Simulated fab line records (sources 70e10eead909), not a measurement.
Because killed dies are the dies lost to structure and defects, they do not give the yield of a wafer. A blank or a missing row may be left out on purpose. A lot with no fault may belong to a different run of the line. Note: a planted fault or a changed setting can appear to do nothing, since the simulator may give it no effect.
fab line records -- flow nand-harc
[record] lots = 13, wafers = 39, last-day = 24
route steps=1159 shown A_STAIRCASE@742 A_SGD_CUT@758 END@1159
lots that met no fault: taken from a fault-free run of the same line
start-h: hours from the record's first day to the start of the lot's first wafer shown -- wait-h: hours elapsed since this lot's preceding step -- " unchanged from the row above -- L1.1+2: several wafers, shown together as one row -- - no value present, or no start provided -- * or withheld: withheld -- < > ~ a bound
route shown NAME@n: names a module that has steps shown in the file, with the first one's number in the route -- usual: average and standard deviation across the fault-free wafers -- same: alike in all rows -- chamber/n: place in a boat -- sites: readings site by site -- _std_site: their standard deviation -- _edge_site: the outer-site mean with the inner-site mean subtracted -- radius-mm: how far each site lies from the wafer's centre -- mask NAME#n: copy n -- behind: the tool/chamber that last shaped the wafer -- hold: the reason the lot was held/the length of the hold in hours/how it ended -- device: the n, p or np transistor that did not switch -- end of line: tests run on the same wafers once the route is complete -- a step given without rows: its recipe and nothing more -- killed: dies that structure and defects cost at the first sort, which is not the same as the wafer's yield -- map: a wafer's dies, x killed, . not, _ none there
set.NAME: the setting as run; set.NAME@STEP: as run at that earlier step -- model.NAME: the simulator's own value behind a step, which no gauge read
steps of the route over a sample of lots; a table a step, a row a wafer
services: from which hour (start-h, from the record's first day; less than 0 if before it) a tool's chamber was out of use, for how many hours, and why
[[steps]]
[step NHARC_A_STAIRCASE_DEP_471]
[recipe] target-thk-a = 1000, temp-c = 400, pressure-torr = 6.5, rf-w = 900, teos-flow-sccm = 161.4, flow-sccm = 2650, target-thk-nm = 100, gas = O2, material = SiO2
[usual] heater-power-outer-w = 314/69, heater-power-w = 570/100, throttle-valve-pct = 16.1/0.44
lot.wafer,tool,chamber,start-h,wait-h,heater-power-outer-w,heater-power-w,throttle-valve-pct
L245.1,pecvd-04,0,299.55,-,482,823,16.7
L245.6,pecvd-04,1,299.55,-,376,697,16.1
L245.5,pecvd-04,2,299.55,-,268,520,16.6
L247.4,pecvd-01,2,313.06,-,257,472,15.4
L247.6,pecvd-01,2,313.06,-,267,458,15.4
L247.5,pecvd-01,1,313.06,-,291,561,15.9
L246.1,pecvd-01,1,323.34,-,231,488,16.2
L246.3,pecvd-01,1,323.34,-,237,485,16.2
L246.6,pecvd-01,2,323.34,-,313,541,15.6
L249.1,pecvd-03,0,323.57,-,271,499,15.6
L249.6,pecvd-03,1,323.57,-,314,531,15.9
L249.5,pecvd-03,2,323.57,-,287,548,15.4
L254.1,pecvd-03,0,361.68,-,347,576,15.9
L254.2,pecvd-03,1,361.68,-,326,551,15.8
L254.6,pecvd-03,0,361.68,-,353,584,15.7
L258.1,pecvd-01,2,388.85,-,317,533,15.5
L258.6,pecvd-01,0,388.85,-,363,572,16.5
L258.4,pecvd-01,2,388.85,-,311,538,15.4
L260.1,pecvd-01,1,391.10,-,331,624,16.4
L260.4,pecvd-01,2,391.10,-,217,408,15.5
L260.6,pecvd-01,0,391.10,-,329,536,16.5
L257.2,pecvd-01,1,391.47,-,230,501,16.4
L257.1,pecvd-01,2,391.47,-,291,528,15.6
L257.5,pecvd-01,1,391.47,-,239,500,16.3
L261.3,pecvd-03,2,401.76,-,296,564,15.6
L261.1,pecvd-03,0,401.76,-,257,466,15.9
L261.6,pecvd-03,2,401.76,-,299,565,16.1
L263.3,pecvd-01,0,414.25,-,320,505,17.0
L263.4,pecvd-01,1,414.25,-,281,553,16.6
L263.6,pecvd-01,2,414.25,-,229,426,15.4
L266.3,pecvd-04,1,424.02,-,230,498,15.8
L266.1,pecvd-04,2,424.02,-,288,547,15.8
L266.6,pecvd-04,0,424.02,-,469,786,16.1
L267.1,pecvd-04,1,447.77,-,315,613,16.1
L267.2,pecvd-04,2,447.77,-,276,538,16.0
L267.6,pecvd-04,0,447.77,-,514,830,16.2
L268.3,pecvd-03,1,448.03,-,362,606,16.2
L268.6,pecvd-03,0,448.03,-,360,610,15.9
L268.4,pecvd-03,1,448.03,-,364,605,16.2
[step NHARC_A_STAIRCASE_CMP_472]
[recipe] material = SiO2
[usual] motor-current-A = 12.1/1.5
lot.wafer,tool,chamber,start-h,wait-h,motor-current-A
L245.1,cmp-02,1,299.79,0.2,11.9
L245.6,cmp-02,0,299.79,0.2,11.8
L245.5,cmp-02,1,299.79,0.2,11.8
L247.4,cmp-04,0,313.41,0.3,14.8
L247.6,cmp-04,1,313.41,0.3,10.8
L247.5,cmp-04,2,313.41,0.3,12.7
L246.1,cmp-02,2,323.73,0.3,9.6
L246.3,cmp-02,0,323.73,0.3,11.3
L246.6,cmp-02,2,323.73,0.3,9.7
L249.1,cmp-04,1,323.84,0.2,10.8
L249.5,cmp-04,1,323.84,0.2,11.4
L249.6,cmp-04,2,323.84,0.2,12.0
L254.2,cmp-04,2,361.98,0.2,11.6
L254.1,cmp-04,3,361.98,0.2,10.5
L254.6,cmp-04,1,361.98,0.2,10.6
L258.1,cmp-03,2,389.06,0.2,14.0
L258.4,cmp-03,1,389.06,0.2,14.9
L258.6,cmp-03,2,389.06,0.2,13.8
L260.1,cmp-03,2,391.37,0.2,14.5
L260.4,cmp-03,1,391.37,0.2,14.5
L260.6,cmp-03,2,391.37,0.2,13.2
L257.2,cmp-04,3,391.82,0.3,10.5
L257.1,cmp-04,1,391.82,0.3,11.3
L257.5,cmp-04,0,391.82,0.3,13.1
L261.1,cmp-03,0,402.12,0.3,12.0
L261.3,cmp-03,2,402.12,0.3,13.5
L261.6,cmp-03,0,402.12,0.3,11.2
L263.3,cmp-02,1,414.52,0.2,10.6
L263.4,cmp-02,3,414.52,0.2,11.2
L263.6,cmp-02,2,414.52,0.2,9.8
L266.1,cmp-02,0,424.35,0.3,10.9
L266.3,cmp-02,1,424.35,0.3,11.6
L266.6,cmp-02,3,424.35,0.3,11.1
L267.1,cmp-04,3,448.04,0.2,10.9
L267.2,cmp-04,0,448.04,0.2,14.0
L267.6,cmp-04,2,448.04,0.2,12.2
L268.4,cmp-04,1,448.30,0.2,10.9
L268.3,cmp-04,2,448.30,0.2,12.0
L268.6,cmp-04,0,448.30,0.2,13.5
[step NHARC_A_STAIRCASE_INSPECT_155]
[usual] raw-defect-count = 379/120
lot.wafer,tool,chamber,start-h,wait-h,raw-defect-count
L245.1,defect-inspect-02,-,300.12,0.1,493
L245.5,defect-inspect-02,-,300.12,0.1,378
L245.6,defect-inspect-02,-,300.12,0.1,280
L247.4,defect-inspect-01,-,313.68,0.1,218
L247.5,defect-inspect-01,-,313.68,0.1,268
L247.6,defect-inspect-01,-,313.68,0.1,401
L246.1,defect-inspect-02,-,324.04,0.1,529
L246.3,defect-inspect-02,-,324.04,0.1,615
L246.6,defect-inspect-02,-,324.04,0.1,511
L249.1,defect-inspect-02,-,324.19,0.1,386
L249.5,defect-inspect-02,-,324.19,0.1,332
L249.6,defect-inspect-02,-,324.19,0.1,561
L254.1,defect-inspect-01,-,362.30,0.1,1905
L254.2,defect-inspect-01,-,362.30,0.1,1425
L254.6,defect-inspect-01,-,362.30,0.1,1599
L258.1,defect-inspect-02,-,389.41,0.1,536
L258.4,defect-inspect-02,-,389.41,0.1,247
L258.6,defect-inspect-02,-,389.41,0.1,386
L260.1,defect-inspect-02,-,391.71,0.1,359
L260.4,defect-inspect-02,-,391.71,0.1,440
L260.6,defect-inspect-02,-,391.71,0.1,426
L257.1,defect-inspect-01,-,392.16,0.1,1704
L257.2,defect-inspect-01,-,392.16,0.1,1523
L257.5,defect-inspect-01,-,392.16,0.1,1605
L261.1,defect-inspect-01,-,402.46,0.1,569
L261.3,defect-inspect-01,-,402.46,0.1,407
L261.6,defect-inspect-01,-,402.46,0.1,378
L263.3,defect-inspect-02,-,414.87,0.1,379
L263.4,defect-inspect-02,-,414.87,0.1,381
L263.6,defect-inspect-02,-,414.87,0.1,459
L266.1,defect-inspect-01,-,424.64,0.1,387
L266.3,defect-inspect-01,-,424.64,0.1,349
L266.6,defect-inspect-01,-,424.64,0.1,372
L267.1,defect-inspect-01,-,448.35,0.1,217
L267.2,defect-inspect-01,-,448.35,0.1,294
L267.6,defect-inspect-01,-,448.35,0.1,230
L268.3,defect-inspect-01,-,448.62,0.1,335
L268.4,defect-inspect-01,-,448.62,0.1,413
L268.6,defect-inspect-01,-,448.62,0.1,431
[step NHARC_A_SGD_CUT_CD_MEAS_09]
[recipe] target-cd-nm = 100, landing-energy-ev = 500
[usual] cd-nm = 100.2/0.67
[same] landing-energy-ev = 500
lot.wafer,tool,chamber,start-h,wait-h,cd-nm
L245.1,cd-sem-02,0,300.94,-,101.0
L245.5,cd-sem-02,0,300.94,-,99.7
L245.6,cd-sem-02,0,300.94,-,100.9
L247.4,cd-sem-02,0,314.56,-,100.5
L247.5,cd-sem-02,0,314.56,-,100.0
L247.6,cd-sem-02,0,314.56,-,100.2
L246.1,cd-sem-02,0,324.83,-,99.9
L246.3,cd-sem-02,0,324.83,-,99.7
L246.6,cd-sem-02,0,324.83,-,99.5
L249.1,cd-sem-01,0,325.07,-,99.6
L249.5,cd-sem-01,0,325.07,-,99.5
L249.6,cd-sem-01,0,325.07,-,100.5
L254.1,cd-sem-03,0,363.09,-,100.2
L254.2,cd-sem-03,0,363.09,-,99.9
L254.6,cd-sem-03,0,363.09,-,100.3
L258.1,cd-sem-03,0,390.39,-,101.0
L258.4,cd-sem-03,0,390.39,-,99.6
L258.6,cd-sem-03,0,390.39,-,101.3
L260.1,cd-sem-03,0,392.38,-,100.9
L260.4,cd-sem-03,0,392.38,-,100.0
L260.6,cd-sem-03,0,392.38,-,99.6
L257.1,cd-sem-03,0,392.96,-,101.0
L257.2,cd-sem-03,0,392.96,-,101.0
L257.5,cd-sem-03,0,392.96,-,100.5
L261.1,cd-sem-03,0,403.15,-,100.2
L261.3,cd-sem-03,0,403.15,-,98.8
L261.6,cd-sem-03,0,403.15,-,99.0
L263.3,cd-sem-03,0,415.67,-,100.4
L263.4,cd-sem-03,0,415.67,-,99.6
L263.6,cd-sem-03,0,415.67,-,100.8
L266.1,cd-sem-03,0,425.43,-,100.1
L266.3,cd-sem-03,0,425.43,-,100.8
L266.6,cd-sem-03,0,425.43,-,100.3
L267.1,cd-sem-03,0,449.14,-,100.8
L267.2,cd-sem-03,0,449.14,-,100.9
L267.6,cd-sem-03,0,449.14,-,100.5
L268.3,cd-sem-02,0,449.41,-,101.2
L268.4,cd-sem-02,0,449.41,-,100.6
L268.6,cd-sem-02,0,449.41,-,99.9
[step NHARC_A_SGD_CUT_OVL_MEAS_10]
[usual] overlay-x-nm = 0.0/0.61, overlay-y-nm = -0.1/0.69
lot.wafer,tool,chamber,start-h,wait-h,overlay-x-nm,overlay-y-nm
L245.1,overlay-01,-,301.03,-,-0.2,0.4
L245.5,overlay-01,-,301.03,-,-0.4,0.7
L245.6,overlay-01,-,301.03,-,-0.1,0.2
L247.4,overlay-02,-,314.65,-,0.0,-1.7
L247.5,overlay-02,-,314.65,-,-0.1,-1.2
L247.6,overlay-02,-,314.65,-,0.2,-1.5
L246.1,overlay-02,-,324.92,-,1.0,0.4
L246.3,overlay-02,-,324.92,-,1.1,0.6
L246.6,overlay-02,-,324.92,-,0.8,0.4
L249.1,overlay-02,-,325.16,-,-0.2,-0.5
L249.5,overlay-02,-,325.16,-,0.0,0.0
L249.6,overlay-02,-,325.16,-,0.0,-0.9
L254.1,overlay-01,-,363.18,-,0.1,0.7
L254.2,overlay-01,-,363.18,-,-0.3,0.8
L254.6,overlay-01,-,363.18,-,0.4,0.8
L258.1,overlay-02,-,390.48,-,0.4,-0.7
L258.4,overlay-02,-,390.48,-,0.2,-0.7
L258.6,overlay-02,-,390.48,-,0.4,-1.0
L260.1,overlay-02,-,392.48,-,-0.2,0.3
L260.4,overlay-02,-,392.48,-,-0.7,1.0
L260.6,overlay-02,-,392.48,-,-0.1,1.1
L257.1,overlay-01,-,393.05,-,0.7,0.1
L257.2,overlay-01,-,393.05,-,0.2,-0.4
L257.5,overlay-01,-,393.05,-,-0.2,0.2
L261.1,overlay-01,-,403.25,-,-0.1,-0.1
L261.3,overlay-01,-,403.25,-,0.4,0.0
L261.6,overlay-01,-,403.25,-,0.5,0.2
L263.3,overlay-02,-,415.75,-,-1.2,-0.4
L263.4,overlay-02,-,415.75,-,-0.5,-0.7
L263.6,overlay-02,-,415.75,-,-1.2,-0.5
L266.1,overlay-01,-,425.53,-,0.2,0.4
L266.3,overlay-01,-,425.53,-,0.5,0.0
L266.6,overlay-01,-,425.53,-,0.2,0.3
L267.1,overlay-02,-,449.23,-,-0.6,-1.4
L267.2,overlay-02,-,449.23,-,-1.0,-0.8
L267.6,overlay-02,-,449.23,-,-0.6,-0.6
L268.3,overlay-01,-,449.50,-,0.2,-0.2
L268.4,overlay-01,-,449.50,-,0.3,-0.4
L268.6,overlay-01,-,449.50,-,0.2,0.0
[step NHARC_A_SGD_CUT_INSPECT_11]
[usual] raw-defect-count = 18/9.2
lot.wafer,tool,chamber,start-h,wait-h,raw-defect-count
L245.1,defect-inspect-02,-,301.06,0.0,18
L245.5,defect-inspect-02,-,301.06,0.0,24
L245.6,defect-inspect-02,-,301.06,0.0,18
L247.4,defect-inspect-01,-,314.68,0.0,23
L247.5,defect-inspect-01,-,314.68,0.0,25
L247.6,defect-inspect-01,-,314.68,0.0,24
L246.1,defect-inspect-02,-,324.96,0.0,6
L246.3,defect-inspect-02,-,324.96,0.0,8
L246.6,defect-inspect-02,-,324.96,0.0,8
L249.1,defect-inspect-01,-,325.20,0.0,10
L249.5,defect-inspect-01,-,325.20,0.0,8
L249.6,defect-inspect-01,-,325.20,0.0,7
L254.1,defect-inspect-01,-,363.21,0.0,1271
L254.2,defect-inspect-01,-,363.21,0.0,1243
L254.6,defect-inspect-01,-,363.21,0.0,1315
L258.1,defect-inspect-02,-,390.51,0.0,13
L258.4,defect-inspect-02,-,390.51,0.0,13
L258.6,defect-inspect-02,-,390.51,0.0,8
L260.1,defect-inspect-02,-,392.52,0.0,23
L260.4,defect-inspect-02,-,392.52,0.0,32
L260.6,defect-inspect-02,-,392.52,0.0,26
L257.1,defect-inspect-01,-,393.08,0.0,1272
L257.2,defect-inspect-01,-,393.08,0.0,1247
L257.5,defect-inspect-01,-,393.08,0.0,1230
L261.1,defect-inspect-02,-,403.29,0.0,11
L261.3,defect-inspect-02,-,403.29,0.0,13
L261.6,defect-inspect-02,-,403.29,0.0,16
L263.3,defect-inspect-02,-,415.79,0.0,12
L263.4,defect-inspect-02,-,415.79,0.0,14
L263.6,defect-inspect-02,-,415.79,0.0,11
L266.1,defect-inspect-01,-,425.57,0.0,29
L266.3,defect-inspect-01,-,425.57,0.0,30
L266.6,defect-inspect-01,-,425.57,0.0,38
L267.1,defect-inspect-01,-,449.26,0.0,18
L267.2,defect-inspect-01,-,449.26,0.0,23
L267.6,defect-inspect-01,-,449.26,0.0,16
L268.3,defect-inspect-01,-,449.54,0.0,13
L268.4,defect-inspect-01,-,449.54,0.0,17
L268.6,defect-inspect-01,-,449.54,0.0,10
[step NHARC_END_SORT_01]
[recipe] temp-c = 25
[usual] killed-at-array = 28/10, killed-at-other = 0.6/1.1, killed-at-periphery = 3.6/2.6, killed-dies = 32/10, killed-open = 3.3/1.8, killed-short = 1.9/1.4
[same] gross-dies = 677
lot.wafer,tool,chamber,start-h,wait-h,killed-at-array,killed-at-other,killed-at-periphery,killed-dies,killed-open,killed-short
L254.1,prober-01,0,505.30,2.5,558,1,0,559,1,1
L254.2,prober-01,0,506.11,2.8,562,2,4,568,1,3
L254.6,prober-01,0,509.32,4.0,574,1,0,575,2,0
L257.1,prober-02,0,513.74,2.5,576,0,1,577,0,0
L257.2,prober-02,0,514.55,2.8,568,0,1,569,0,0
L257.5,prober-02,0,516.97,3.7,563,0,0,563,1,0
// killed by level:class
L254.1 A_STAIRCASE:unspecified=544 A_CHANNEL_HOLE_D1:chamber-film-flake=7 A_SLIT:chamber-film-flake=4 A_SOURCE_PLATE:geometric-particle:open=1 A_CHANNEL_FILL_D1:geometric-particle:short=1 A_STAIRCASE:chamber-film-flake=1 THIN_TSV:chamber-film-flake=1
L254.2 A_STAIRCASE:unspecified=543 A_CHANNEL_HOLE_D1:chamber-film-flake=11 P_STI:chamber-film-flake=3 A_SLIT:chamber-film-flake=3 A_STAIRCASE:chamber-film-flake=2 THIN_TSV:chamber-film-flake=2 P_M0:geometric-particle:short=1 A_SOURCE_PLATE:geometric-particle:short=1
L254.6 A_STAIRCASE:unspecified=551 A_SLIT:chamber-film-flake=10 A_CHANNEL_HOLE_D1:chamber-film-flake=9 A_M0:geometric-particle:open=2 A_CHANNEL_FILL_D1:chamber-film-flake=1 A_STAIRCASE:chamber-film-flake=1 THIN_TSV:chamber-film-flake=1
L257.1 A_STAIRCASE:unspecified=566 A_CHANNEL_HOLE_D1:chamber-film-flake=7 A_WL_FILL:chamber-film-flake=2 P_GATE:chamber-film-flake=1 A_CONTACT:chamber-film-flake=1
L257.2 A_STAIRCASE:unspecified=555 A_CHANNEL_HOLE_D1:chamber-film-flake=9 A_STAIRCASE:chamber-film-flake=3 P_BONDPAD:chamber-film-flake=1 A_ZERO_WELL:chamber-film-flake=1
L257.5 A_STAIRCASE:unspecified=550 A_CHANNEL_HOLE_D1:chamber-film-flake=10 A_M0:geometric-particle:open=1 A_STAIRCASE:chamber-film-flake=1 A_CONTACT:chamber-film-flake=1
[[services]]
tool,chamber,start-h,hours,kind
pecvd-03,-,277.69,2.9,repair
pecvd-01,-,288.33,1.3,repair
pecvd-03,-,292.00,13.0,pm
cmp-04,-,301.00,4.0,pm
pecvd-01,0,303.67,23.3,repair
cmp-04,-,305.00,-,consumable-replace:conditioner
cmp-04,-,305.00,-,consumable-replace:pad
cmp-02,-,327.89,4.0,pm
cmp-03,-,329.32,2.0,repair
pecvd-03,-,346.53,1.1,repair
cmp-02,-,347.95,1.6,repair
cmp-02,-,351.69,62.5,repair
cmp-03,-,352.26,4.0,pm
pecvd-04,-,376.37,13.0,pm
cmp-04,-,391.42,0.4,repair
pecvd-04,-,393.66,0.8,repair
cmp-04,-,394.50,0.7,repair
cmp-03,-,396.11,0.4,repair
cmp-04,-,399.00,4.0,pm
cmp-04,-,405.77,2.6,repair
pecvd-01,-,418.21,13.0,pm
pecvd-03,0,420.83,2.2,repair
cmp-02,-,425.89,4.0,pm
cmp-02,-,432.81,3.2,repair
[[key]]
[first-sign] step = NHARC_A_STAIRCASE_INSPECT_155, reading = raw-defect-count, direction = up, sigmas = 10, usual = 379, struck = 1627
[effect] step = NHARC_A_SGD_CUT_INSPECT_11, reading = raw-defect-count, direction = up, sigmas = 99+, usual = 18, struck = 1263
[effect] step = NHARC_END_SORT_01, reading = killed-at-array, direction = up, sigmas = 53, usual = 28, struck = 567
[more-kills-born-at] NHARC_A_STAIRCASE_CMP_472@cmp-04 = 3309
met-at NHARC_A_STAIRCASE_CMP_472
struck-lots L254,L257
tester-left-out L254,L257
not-acting-at NHARC_A_STAIRCASE_DEP_471,NHARC_A_SGD_CUT_CD_MEAS_09,NHARC_A_SGD_CUT_OVL_MEAS_10
onset-between 323.84 361.98
[fault] kind = chamber-particle-source, tool = cmp-04, chamber = -, onset-h = 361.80, steps = NHARC_A_STAIRCASE_CMP_472, rate-per-visit-cm2 = 1.9295, end-h = 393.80
// tester-left-out: of these lots the tester's yield and bins aren't shown, on N5 and GAA mostly nor the transistor test; their killed dies are dies lost to structure and defects alone, not to doping, threshold or leakage, so they don't give the yield
